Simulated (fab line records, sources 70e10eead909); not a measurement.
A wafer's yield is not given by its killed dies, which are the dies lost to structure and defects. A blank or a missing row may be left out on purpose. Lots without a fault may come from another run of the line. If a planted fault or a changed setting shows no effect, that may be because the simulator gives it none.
Which tool was responsible? ; flow nand harc ; route of 1302 steps, sampled at 1 step: 12 lots, 36 wafers

== WHAT THE GAUGES SHOWED, per wafer ==
NHARC_A_CHANNEL_HOLE_D2_OVL_MEAS_11.
lot;measured;on;overlay x nm (nm);overlay y nm (nm)
L630;day 12 19:09;overlay-01;0.1 -0.5 -0.2;-0.8 -0.4 -1.4
L631;day 13 21:55;overlay-02;0.6 0.1 0.3;-0.5 -0.9 -1.0
L632;day 14 07:29;overlay-02;-0.8 -1.0 -0.6;-0.5 0.7 -0.1
L633;day 15 10:20;overlay-02;0.8 1.4 0.6;-1.8 -1.2 -1.8
L642;day 18 10:17;overlay-01;1.1 1.3 0.8;-0.2 -0.1 -0.4
L643;day 18 11:57;overlay-01;-0.2 -0.4 0.1;-0.2 -0.5 -0.8
L646;day 19 23:47;overlay-02;-0.3 -0.3 -1.1;-0.4 0.3 -0.7
L644;day 20 00:16;overlay-01;-1.0 -0.8 -1.1;-0.4 -0.9 -1.2
L648;day 20 12:29;overlay-01;-1.2 -0.9 -1.3;0.6 0.2 -0.2
L650;day 21 03:17;overlay-02;-0.2 0.1 0.3;-0.4 -0.4 -0.1
L649;day 21 03:30;overlay-01;-1.2 -0.9 -1.4;0.5 0.2 0.4
L651;day 21 22:25;overlay-02;1.3 1.4 1.1;0.9 0.4 0.4

== EACH LOT AND THE TOOL THAT RAN IT (in order: tool; ch and the chambers of the sampled wafers; start) ==
No process step before these readings appears in the record.

== AS READ BY THE TOOLS THEMSELVES (means over the sampled wafers that have a number; for cases with no such wafer, the mark the record gives instead) ==
The record holds no such reading with a usual standard deviation.

== THE ANSWER, worked out from the rows above alone ==
Rule: what is usual is taken from the lots themselves. Put in order of their means at a reading, lots are off if they are a third of the lots or fewer, leave a main group of 4 or more, and stand apart from it by a gap of 3 or more times the standard deviation of the main group's means; of several such gaps the widest counts. A main group is skipped when, at the precision printed for the reading in the tables above, its means are all equal. Also off: a lot with no number at a reading for which 4 or more lots have one. Any other lot the step has rows for is counted as sound. After the gauges, taken in route order, come the tools' own readings; for these a lot's mean is taken, as printed above. The first step at which some lot is off is used, and at that step the reading that is off furthest; a lot without a number counts as furthest.
No lot is off at any reading shown: from this, nothing can be told.

== WHAT HAD BEEN PUT IN BY THE SIMULATOR ==
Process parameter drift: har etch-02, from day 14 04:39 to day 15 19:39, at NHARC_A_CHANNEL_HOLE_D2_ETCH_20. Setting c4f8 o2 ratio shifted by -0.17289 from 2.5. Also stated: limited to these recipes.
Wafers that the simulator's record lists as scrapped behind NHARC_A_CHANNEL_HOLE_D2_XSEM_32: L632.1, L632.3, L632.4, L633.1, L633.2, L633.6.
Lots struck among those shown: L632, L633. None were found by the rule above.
